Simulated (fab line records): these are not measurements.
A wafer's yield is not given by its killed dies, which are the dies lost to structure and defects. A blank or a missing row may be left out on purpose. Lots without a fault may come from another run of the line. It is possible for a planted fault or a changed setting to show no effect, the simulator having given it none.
fab line records    flow n5_finfet
[record] lots = 11  wafers = 32  last_day = 17
route steps=1938 shown BEOL_M3@988 BEOL_M4@1111 PASSIVATION@1936
lots with no fault: from the same line, run without faults
start_h: the number of hours between the record's first day and the start of the first shown wafer of the lot    wait_h: hours since the lot's step before    " unchanged from the row above    L1.1+2: several wafers, shown together as one row    - no value, or no start was given    * or withheld: withheld    < > ~ a bound
route shown NAME@n: names a module that has steps shown in the file, with the first one's number in the route    usual: mean/standard deviation taken from wafers without a fault    same: alike in all rows    chamber/n: place in a boat    sites: each site's reading    _std_site: the standard deviation of these    _edge_site: outer sites' mean less inner sites'    radius_mm: how far each site lies from the wafer's centre    mask NAME#n: copy n    behind: the most recent tool/chamber to have shaped the wafer    hold: why the lot went on hold/how many hours it stayed there/how the hold came to an end    device: names the non-switching transistor (n, p or np)    end of line: the route-end tests of the same wafers    step lacking rows: just its recipe    killed: the dies lost at the first sort to structure and to defects; this is not the yield of the wafer    map: a wafer's dies, x killed, . not, _ none there
set.NAME: setting as actually run; set.NAME@STEP: the setting as run at that earlier step    model.NAME: the simulator's own value behind a step, which no gauge read
one table for each step of the route and one row for each wafer, over a sample of lots
services: when a tool's chamber went out of use (start_h, in hours from the record's first day, below 0 if earlier), for how many hours, and the reason
[[steps]]
[step N5_BEOL_M3_CD_MEAS_35]
[recipe] target_cd_nm = 18  target_cd_y_nm = 21  polarity = opening
[usual] cd_nm = 18.0/0.39
lot.wafer  tool       chamber  start_h  wait_h  cd_nm
L945.2     cd_sem-03  -        174.59   0.0     18.5
L945.4     "          -        "        "       18.3
L945.5     "          -        "        "       17.7
L946.1     cd_sem-01  -        178.16   0.0     17.2
L946.3     "          -        "        "       18.3
L946.5     "          -        "        "       18.6
L947.1     cd_sem-02  -        181.62   0.0     18.0
L947.2     "          -        "        "       18.4
L947.6     "          -        "        "       18.4
L954.1     cd_sem-01  -        207.55   0.0     17.4
L954.2     "          -        "        "       18.2
L954.3     "          -        "        "       18.6
L958.1     cd_sem-02  -        252.75   0.0     17.7
L958.3     "          -        "        "       17.7
L958.5     "          -        "        "       17.9
L960.3     cd_sem-03  -        252.86   0.0     17.9
L960.4     "          -        "        "       18.2
L960.6     "          -        "        "       17.8
L962.1     cd_sem-01  -        260.01   0.0     18.3
L962.4     "          -        "        "       18.1
L964.1     cd_sem-01  -        267.25   0.0     17.9
L964.4     "          -        "        "       17.6
L964.5     "          -        "        "       17.8
L965.2     cd_sem-01  -        268.13   0.0     18.2
L965.5     "          -        "        "       17.8
L965.6     "          -        "        "       17.4
L966.1     cd_sem-03  -        297.20   0.0     18.6
L966.3     "          -        "        "       17.7
L966.4     "          -        "        "       18.1
L968.1     cd_sem-01  -        305.90   0.0     18.3
L968.2     "          -        "        "       17.6
L968.5     "          -        "        "       18.5
[step N5_BEOL_M3_CVD_47]
[recipe] material = Co  target_thk_a = 30  temp_c = withheld  precursor = CCTBA/H2  pressure_torr = 30  time_s = 223.8
[usual] run_length_s = 246.6/0.64
lot.wafer  tool       chamber  start_h  wait_h  run_length_s  since_wet_clean_h
L945.2     cvd_co-02  1        175.94   0.1     246.1         1155
L945.4     "          2        "        "       248.2         -
L945.5     "          1        "        "       245.9         -
L946.1     cvd_co-02  0        178.97   0.0     245.8         720
L946.3     "          2        "        "       247.9         261
L946.5     "          0        "        "       246.7         -
L947.1     cvd_co-01  1        182.24   0.1     247.1         46
L947.2     "          2        "        "       246.2         483
L947.6     "          2        "        "       246.3         -
L954.1     cvd_co-02  2        208.27   0.0     247.6         290
L954.2     "          1        "        "       246.3         1187
L954.3     "          0        "        "       322.7         750
L958.1     cvd_co-01  1        253.80   0.0     247.2         117
L958.3     "          0        "        "       246.8         1014
L958.5     "          2        "        "       246.4         -
L960.3     cvd_co-01  2        254.23   0.3     246.4         555
L960.4     "          1        "        "       247.0         -
L960.6     "          0        "        "       246.5         -
L962.1     cvd_co-02  0        262.35   0.1     246.0         804
L962.4     "          0        "        "       245.8         -
L964.1     cvd_co-01  0        268.71   0.0     247.0         1029
L964.4     "          2        "        "       246.2         -
L964.5     "          0        "        "       246.6         -
L965.2     cvd_co-01  1        268.91   0.0     247.0         132
L965.5     "          2        "        "       246.4         -
L965.6     "          1        "        "       247.0         -
L966.1     cvd_co-02  0        297.86   0.3     245.9         839
L966.3     "          1        "        "       245.8         -
L966.4     "          0        "        "       246.1         -
L968.1     cvd_co-02  0        306.56   0.0     245.8         848
L968.2     "          1        "        "       246.0         1285
L968.5     "          1        "        "       246.3         -
[step N5_BEOL_M3_SPUTTER_79]
[recipe] material = Cu  target_thk_a = 45  temp_c = -20  chamber_pressure_pa = 0.07  power_w = withheld  time_s = 8.29
[usual] throttle_valve_pct = 30.3/0.95
lot.wafer  tool            chamber  start_h  wait_h  throttle_valve_pct
L945.2     pvd_sputter-02  -        176.34   0.1     29.6
L945.4     "               -        "        "       30.7
L945.5     "               -        "        "       29.6
L946.1     pvd_sputter-01  -        179.35   0.1     28.4
L946.3     "               -        "        "       29.6
L946.5     "               -        "        "       30.5
L947.1     pvd_sputter-03  -        182.75   0.1     30.8
L947.2     "               -        "        "       31.5
L947.6     "               -        "        "       30.8
L954.1     pvd_sputter-01  -        208.65   0.1     30.3
L954.2     "               -        "        "       29.6
L954.3     "               -        "        "       29.8
L958.1     pvd_sputter-02  -        254.67   0.1     29.6
L958.3     "               -        "        "       29.6
L958.5     "               -        "        "       29.9
L960.3     pvd_sputter-03  -        256.00   0.1     32.3
L960.4     "               -        "        "       30.7
L960.6     "               -        "        "       30.8
L962.1     pvd_sputter-03  -        262.83   0.1     30.8
L962.4     "               -        "        "       31.2
L964.1     pvd_sputter-03  -        269.09   0.1     32.2
L964.4     "               -        "        "       30.7
L964.5     "               -        "        "       31.4
L965.2     pvd_sputter-01  -        269.31   0.1     30.3
L965.5     "               -        "        "       30.3
L965.6     "               -        "        "       28.4
L966.1     pvd_sputter-02  -        299.72   0.1     29.5
L966.3     "               -        "        "       29.8
L966.4     "               -        "        "       31.0
L968.1     pvd_sputter-01  -        307.04   0.1     30.2
L968.2     "               -        "        "       29.5
L968.5     "               -        "        "       29.5
[step N5_BEOL_M3_ANNEAL_80]
[recipe] temp_c = 400  time_s = 240  ambient = vacuum
[usual] heater_power_w = 859/120
lot.wafer  tool            chamber  start_h  wait_h  heater_power_w
L945.2     pvd_sputter-02  -        176.42   0.0     707
L945.4     "               -        "        "       999
L945.5     "               -        "        "       697
L946.1     pvd_sputter-01  -        179.43   0.0     761
L946.3     "               -        "        "       847
L946.5     "               -        "        "       874
L947.1     pvd_sputter-03  -        182.83   0.0     761
L947.2     "               -        "        "       797
L947.6     "               -        "        "       901
L954.1     pvd_sputter-01  -        208.73   0.0     891
L954.2     "               -        "        "       851
L954.3     "               -        "        "       1126
L958.1     pvd_sputter-02  -        254.75   0.0     696
L958.3     "               -        "        "       762
L958.5     "               -        "        "       784
L960.3     pvd_sputter-03  -        256.08   0.0     775
L960.4     "               -        "        "       739
L960.6     "               -        "        "       873
L962.1     pvd_sputter-03  -        262.91   0.0     757
L962.4     "               -        "        "       803
L964.1     pvd_sputter-03  -        269.17   0.0     776
L964.4     "               -        "        "       753
L964.5     "               -        "        "       801
L965.2     pvd_sputter-01  -        269.39   0.0     1114
L965.5     "               -        "        "       909
L965.6     "               -        "        "       746
L966.1     pvd_sputter-02  -        299.80   0.0     765
L966.3     "               -        "        "       703
L966.4     "               -        "        "       1032
L968.1     pvd_sputter-01  -        307.12   0.0     1093
L968.2     "               -        "        "       874
L968.5     "               -        "        "       848
[step N5_BEOL_M4_RC_MEAS_101]
[usual] DIBL_N = 36.6/2.1  DIBL_P = 36.5/2.7  IOFF_N = 0.17/0.043  IOFF_P = 0.22/0.045  ION_N = 674/17  ION_P = 461/9.9  SS_N = 71.7/0.79  SS_P = 73.4/0.79  VT_N = 249/4  VT_P = -250/3.3
lot.wafer  tool       chamber  start_h  wait_h  DIBL_N[mV/V]  DIBL_P[mV/V]  IOFF_N[nA/um]  IOFF_P[nA/um]  ION_N[uA/um]  ION_P[uA/um]  SS_N[mV/dec]  SS_P[mV/dec]  VT_N[mV]  VT_P[mV]
L945.2     prober-01  0        188.87   0.2     33.1          33.5          0.10           0.14           647           443           70.5          71.6          258       -256
L945.4     "          0        "        "       34.9          36.1          0.14           0.18           658           454           71.3          73.0          252       -254
L945.5     "          0        "        "       38.3          39.8          0.22           0.24           696           469           72.1          73.2          244       -251
L946.1     prober-02  0        191.81   0.0     37.2          35.6          0.18           0.23           672           466           71.4          73.3          247       -248
L946.3     "          0        "        "       31.8          30.3          0.10           0.16           658           458           69.4          72.2          253       -252
L946.5     "          0        "        "       34.4          34.2          0.14           0.21           681           475           70.2          73.3          250       -249
L947.1     prober-02  0        194.93   0.0     40.5          39.4          0.23           0.26           695           463           73.2          74.4          247       -250
L947.2     "          0        "        "       37.7          35.1          0.17           0.19           676           454           72.8          73.9          250       -254
L947.6     "          0        "        "       38.3          37.4          0.20           0.23           693           464           72.4          73.9          248       -248
L954.1     prober-02  0        218.22   0.0     35.5          36.0          0.15           0.23           673           467           71.9          73.6          248       -246
L954.2     "          0        "        "       37.8          38.4          0.19           0.27           682           478           72.0          74.2          249       -246
L954.3     "          0        "        "       35.6          35.0          0.15           0.21           684           473           71.7          73.3          250       -247
L958.1     prober-02  0        269.86   0.0     35.7          36.7          0.15           0.22           667           466           71.7          73.9          253       -248
L958.3     "          0        "        "       36.4          37.6          0.16           0.24           666           466           71.9          73.5          252       -247
L958.5     "          0        "        "       35.5          36.8          0.14           0.22           673           465           70.7          73.5          252       -249
L960.3     prober-01  0        269.98   0.3     39.8          41.0          0.22           0.27           696           465           72.8          74.6          245       -246
L960.4     "          0        "        "       36.4          36.3          0.14           0.19           658           452           71.2          72.9          255       -252
L960.6     "          0        "        "       31.1          30.7          0.09           0.13           644           447           69.8          72.0          257       -255
L962.1     prober-02  0        275.77   0.0     37.5          37.3          0.21           0.22           678           460           71.7          73.9          244       -250
L962.4     "          0        "        "       36.2          36.1          0.18           0.20           699           469           71.6          73.4          246       -250
L964.1     prober-01  0        282.81   0.0     37.2          37.7          0.18           0.24           699           478           72.0          73.5          247       -246
L964.4     "          0        "        "       36.0          36.6          0.17           0.23           678           465           71.1          73.3          246       -247
L964.5     "          0        "        "       37.9          38.2          0.19           0.24           664           456           72.0          73.2          245       -249
L965.2     prober-02  0        284.37   0.2     35.6          35.6          0.15           0.19           665           447           71.4          73.5          252       -254
L965.5     "          0        "        "       35.8          36.1          0.16           0.19           681           456           71.3          73.6          250       -254
L965.6     "          0        "        "       37.1          37.1          0.19           0.22           673           449           72.3          73.9          246       -253
L966.1     prober-02  0        314.36   0.0     36.5          38.2          0.16           0.23           661           455           71.5          74.0          251       -251
L966.3     "          0        "        "       40.9          43.3          0.30           0.37           712           483           72.4          75.4          240       -245
L966.4     "          0        "        "       36.9          38.2          0.18           0.23           682           462           71.4          74.2          247       -251
L968.1     prober-02  0        320.30   0.0     38.0          35.3          0.19           0.20           693           467           72.9          73.4          246       -252
L968.2     "          0        "        "       37.7          35.8          0.16           0.20           654           445           71.8          73.4          251       -252
L968.5     "          0        "        "       35.5          33.8          0.14           0.17           680           472           71.3          73.6          251       -252
[step N5_PASSIVATION_PROBE_49]
[usual] defect_limited_yield = 91.5/1.7  killed_at_M0_to_M3 = 33/11  killed_at_M4_up = 13/5.2  killed_at_contacts = 11/5.7  killed_at_front_end = 39/11  killed_at_other = 4/3  killed_dies = 101/20  killed_open = 66/15  killed_short = 33/8.4  sort_bin_4_leakage = 0.01/0.073  sort_bin_5_function = 5.0/1.1  sort_bin_6_memory = 3.2/0.69  sort_bin_8_speed = 0.1/0.52  sort_n_pass = 1078/20  sort_yield_pct = 91.4/1.7
[same] gross_dies = 1180  killed_at_back_side = 0
lot.wafer  tool       chamber  start_h  wait_h  defect_limited_yield[%]  killed_at_M0_to_M3  killed_at_M4_up  killed_at_contacts  killed_at_front_end  killed_at_other  killed_dies  killed_open  killed_short  sort_bin_4_leakage[%]  sort_bin_5_function[%]  sort_bin_6_memory[%]  sort_bin_8_speed[%]  sort_n_pass  sort_yield_pct[%]
L945.2     prober-02  -        288.10   0.1     92.0                     31                  23               7                   32                   1                94           63           28            0                      5.3                     2.1                   0                    1086         92.0
L945.4     prober-02  -        288.20   0.2     91.2                     38                  14               4                   43                   5                104          67           34            0                      5.4                     3.1                   0                    1076         91.2
L945.5     prober-02  -        288.25   0.2     92.3                     38                  12               4                   37                   0                91           59           30            0                      4.3                     3.2                   0                    1089         92.3
L954.3     prober-01  -        321.25   0.1     89.7                     32                  12               16                  55                   7                122          78           35            0                      5.3                     4.0                   0                    1058         89.7
L958.1     prober-02  -        371.46   0.0     92.9                     30                  3                8                   38                   5                84           57           26            0                      4.0                     3.1                   0                    1096         92.9
L958.3     prober-02  -        371.56   0.1     93.3                     20                  5                9                   44                   1                79           53           25            0                      3.9                     2.5                   0                    1101         93.3
L958.5     prober-02  -        371.66   0.2     93.6                     26                  7                5                   36                   2                76           52           24            0                      3.4                     2.9                   0                    1104         93.6
// killed by level:class
L945.2 BEOL_M1:geometric_particle:open=11 BEOL_M4:geometric_particle:open=10 FIN_SAQP:geometric_particle:short=7 MOL_CONTACT_COAG:geometric_particle:open=6 STI_FIN_REVEAL:geometric_particle:open=6 FIN_SAQP:geometric_particle:open=4 BEOL_M2:geometric_particle:open=4 BEOL_M3:geometric_particle:open=4
L945.4 BEOL_M1:geometric_particle:open=14 STI_FIN_REVEAL:geometric_particle:open=12 BEOL_M0_SAQP:geometric_particle:open=8 FIN_SAQP:geometric_particle:short=6 BEOL_M0_SAQP:geometric_particle:short=6 DUMMY_GATE:geometric_particle:open=5 STI_FIN_REVEAL:geometric_particle:short=4 BEOL_M4:geometric_particle:open=4
L945.5 STI_FIN_REVEAL:geometric_particle:open=13 BEOL_M1:geometric_particle:open=9 BEOL_M0_SAQP:geometric_particle:open=7 FIN_SAQP:geometric_particle:open=6 FIN_SAQP:geometric_particle:short=6 BEOL_M2:geometric_particle:short=6 BEOL_M3:geometric_particle:open=5 MOL_CONTACT_COAG:geometric_particle:open=4
L954.3 MOL_CONTACT_COAG:geometric_particle:open=13 BEOL_M0_SAQP:geometric_particle:open=13 STI_FIN_REVEAL:geometric_particle:open=10 HKMG_FIN:area_etch=9 GATE_CUT:geometric_particle:short=8 DUMMY_GATE:geometric_particle:open=6 BEOL_M0_SAQP:geometric_particle:short=6 GATE_CUT:geometric_particle:open=5
L958.1 BEOL_M0_SAQP:geometric_particle:open=12 STI_FIN_REVEAL:geometric_particle:open=11 MOL_CONTACT_COAG:geometric_particle:open=7 BEOL_M3:geometric_particle:open=7 GATE_CUT:geometric_particle:short=4 FIN_SAQP:geometric_particle:short=3 STI_FIN_REVEAL:geometric_particle:short=3 BEOL_M2:geometric_particle:open=3
L958.3 STI_FIN_REVEAL:geometric_particle:open=19 MOL_CONTACT_COAG:geometric_particle:open=7 BEOL_M3:geometric_particle:open=5 FIN_SAQP:geometric_particle:short=4 BEOL_M1:geometric_particle:open=4 STI_FIN_REVEAL:geometric_particle:short=3 ILD0:geometric_particle:open=3 BEOL_M0_SAQP:geometric_particle:short=3
L958.5 STI_FIN_REVEAL:geometric_particle:open=11 FIN_SAQP:geometric_particle:open=8 BEOL_M0_SAQP:geometric_particle:open=7 STI_FIN_REVEAL:geometric_particle:short=5 BEOL_M1:geometric_particle:open=5 BEOL_M0_SAQP:geometric_particle:short=4 MOL_CONTACT_COAG:geometric_particle:open=4 BEOL_M5:geometric_particle:open=4
[[services]]
tool            chamber  start_h  hours  kind
pvd_sputter-02  -        152.82   8.3    repair
cvd_co-02       2        162.97   6.2    repair
cvd_co-01       -        193.17   1.1    repair
cvd_co-02       1        261.07   15.9   repair
cvd_co-01       -        265.49   1.7    repair
cvd_co-02       2        291.02   36.6   repair
[[key]]
[first_sign] step = N5_BEOL_M3_CVD_47  reading = run_length_s  direction = up  sigmas = 99+  usual = *  struck = *
effect none on later readings
met_at N5_BEOL_M3_CVD_47
struck_lots L954
struck_wafers L954.3
not_acting_at N5_BEOL_M3_CD_MEAS_35,N5_BEOL_M3_SPUTTER_79,N5_BEOL_M3_ANNEAL_80
onset_between 178.97 208.27
[fault] kind = process_parameter_drift  tool = cvd_co-02  chamber = -  onset_h = 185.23  steps = N5_BEOL_M3_CVD_47  channel = time_s  offset = *  shape = step  end_h = 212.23  scope = struck_wafers_only  acts_in = *  stated = *
